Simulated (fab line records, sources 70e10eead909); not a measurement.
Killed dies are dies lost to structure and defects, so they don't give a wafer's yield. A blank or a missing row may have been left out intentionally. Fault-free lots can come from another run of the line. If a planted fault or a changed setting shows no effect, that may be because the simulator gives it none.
2 desks, one fault ; flow nand_harc ; what lay behind the numbers comes last; until then each desk has only its own

== THE DEFECT DESK ==
For each lot, the counts of the inspections along the route, averaged over the sampled wafers that have a number. Marked OUT: a lot whose mean sits more than 4 standard deviations from the usual mean, which makes it out of limits; the brackets give that distance.
Columns: A = raw_defect_count at NHARC_A_BLC_INSPECT_12, usual 82
lot;first seen here;A
L993;day 22 00:34;67
L994;day 22 20:21;106
L996;day 23 05:39;76
L997;day 23 21:30;108
L100;day 25 13:07;25
L101;day 25 16:08;166
L109;day 28 17:23;101
L112;day 30 06:32;80
L113;day 30 12:50;114
L114;day 30 22:34;41
L116;day 31 14:48;135
L115;day 31 16:38;20
Result from this desk: across the 12 lots, nothing is out of limits.

== AT THE TOOL OWNER'S DESK: rie_diel-11 ==
The tool's own readings at NHARC_A_M0_ETCH_34 (etches the open film in N2/H2, target depth 40 nm, overetch 12 nm, time 43.94 s): means of the sampled wafers that have a number, for each lot that ran on this tool. Marked OUT: a lot whose mean sits more than 4 standard deviations from the usual mean, which makes it out of limits; the brackets give that distance.
Columns: A = drypump_motor_current_A at NHARC_A_M0_ETCH_34, usual 6.1 A; B = oes_product_au at NHARC_A_M0_ETCH_34, usual 1.002 a.u.; C = rf_vpp_V at NHARC_A_M0_ETCH_34, usual 431.8 V; D = showerhead_plenum_p_Torr at NHARC_A_M0_ETCH_34, usual 2.09 Torr; E = throttle_valve_pct at NHARC_A_M0_ETCH_34, usual 14.170 %
lot;first seen here;A;B;C;D;E
L993;day 22 04:46;6.1;0.991;430.5;2.04;14.157
L996;day 23 09:55;6.4;1.012;432.8;2.09;14.164
L100;day 25 17:25;6.2;0.872 (-13) OUT;432.0;2.08;14.168
L101;day 25 20:13;6.5;0.856 (-15) OUT;432.0;2.07;14.170
L113;day 30 17:13;6.3;0.996;430.5;2.04;14.164
This desk's verdict: out of limits on L100, L101, starting with L100 at day 25 17:25 (oes_product_au at NHARC_A_M0_ETCH_34). Within limits: L993, L996, L113.

== ALL TOGETHER ==
An alarm could have come from the tool owner's desk at day 25 17:25, on L100, L101.
Nothing the defect desk looked at was out of limits.
The defect desk has L100, L101 on record, within its limits.
All the named lots went through NHARC_A_M0_ETCH_34 on rie_diel-11.

== WHAT THE SIMULATOR PUT IN ==
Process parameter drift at NHARC_A_M0_ETCH_34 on rie_diel-11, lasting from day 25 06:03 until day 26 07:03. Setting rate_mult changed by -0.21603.
Shown lots that were struck: L100, L101.
Hours from the fault's start to each desk's first reading out of limits: the tool owner's desk, 11.
